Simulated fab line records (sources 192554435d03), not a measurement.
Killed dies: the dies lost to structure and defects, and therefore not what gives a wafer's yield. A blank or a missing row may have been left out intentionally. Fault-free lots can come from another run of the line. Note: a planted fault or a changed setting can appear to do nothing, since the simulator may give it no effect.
Split-lot trial -- flow n5Finfet -- 21 wafers read from 7 lots, route of 1938 steps

## THE SPLIT
At N5_BEOL_M0_ETCH_128 (etches SiCN in CF4/N2, target depth 12 nm, overetch 5.1 nm, time 21.4 s), the setting sourceW was moved away from the recipe's 430 W on 12 of the 21 wafers read, by -15.5% to +16.7%. All remaining wafers had this setting at the recipe value.

The split's own step is where the reading is taken.

## THE READING
rfVppV, in V, at N5_BEOL_M0_ETCH_128 (etches SiCN in CF4/N2, target depth 12 nm, overetch 5.1 nm, time 21.4 s). A value of 382.3 V with a standard deviation of 1.6 V is what fault-free wafers of this fab line usually give.

wafer,"tool, chamber at the split","sourceW as run, W",against the recipe,"rfVppV, V",against lot-mates on the recipe
L078.2,"rieDiel-01, 3",430,recipe,381.6,-
L078.4,"rieDiel-01, 2",430,recipe,382.4,-
L078.5,"rieDiel-01, 1",430,recipe,382.2,-
L082.3,"rieDiel-03, 3",363.5,-15.5%,401.2,no lot-mate on the recipe
L082.4,"rieDiel-03, 1",363.5,-15.5%,405.2,no lot-mate on the recipe
L082.5,"rieDiel-03, 3",363.5,-15.5%,402.2,no lot-mate on the recipe
L087.2,"rieDiel-03, 0",430,recipe,384.3,-
L087.3,"rieDiel-03, 3",430,recipe,379.5,-
L087.6,"rieDiel-03, 0",397.5,-7.6%,394.7,+12.8
L089.2,"rieDiel-03, 1",397.8,-7.5%,392.5,no lot-mate on the recipe
L089.3,"rieDiel-03, 0",397.8,-7.5%,395.3,no lot-mate on the recipe
L089.5,"rieDiel-03, 2",397.8,-7.5%,393.5,no lot-mate on the recipe
L088.1,"rieDiel-05, 0",430,recipe,383.8,-
L088.2,"rieDiel-05, 1",430,recipe,384.4,-
L088.3,"rieDiel-05, 3",501.9,+16.7%,367.6,-16.5
L092.1,"rieDiel-03, 2",501.1,+16.5%,362.5,-18.4
L092.2,"rieDiel-03, 3",430,recipe,380.9,-
L092.5,"rieDiel-03, 0",501.1,+16.5%,366.0,-14.9
L095.1,"rieDiel-01, 2",401.3,-6.7%,390.6,+8.2
L095.4,"rieDiel-01, 1",401.3,-6.7%,389.9,+7.5
L095.6,"rieDiel-01, 1",430,recipe,382.4,-

FIT RESULTS
A straight line over all 21 wafers: rfVppV changes by -1.19 V for each +1% of sourceW; r = -0.98; the points scatter about the line by 2.1 V.
The same after taking each lot's own level away (the mean of its wafers on the recipe; 15 wafers): -1.08 V for each +1%; r = -0.98; scatter 1.7 V.
On that fit, the largest move of sourceW shifts the reading by 18 V.
Across the lots, their own levels run from 380.90 to 384.10 V, a range of 2.0 times the standard deviation given above.
So the lot-to-lot level changes the slope: the two fits differ.
Check: -17.7 V against its lot-mates is what the line predicts for one of the wafers moved furthest among these (+16.7%) when that wafer is left out of the fit. Against them it came out at -16.5 V.
Tool readings at the split's step, against how far the setting was moved: rfVppV r = -0.98.

## OTHER SPLITS APPLIED TO THESE WAFERS
Note: prior to the reading, these wafers also went through further splits. Each is held against what the fit with the lots' levels taken away leaves over:
other split on the same wafers,wafers away from the commonest value,r with rfVppV (lot level and that fit taken away)
N5_GATE_CUT_ETCH_36 cf4FlowSccm,7,-0.06
N5_MOL_CONTACT_COAG_ALD_131 aldCycles,4,+0.12
N5_BEOL_M0_ETCH_138 sourceW,9,-0.19

## FILE'S OWN FIT
rfVppV changes by -1.07 V for each +1% of sourceW, r = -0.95.
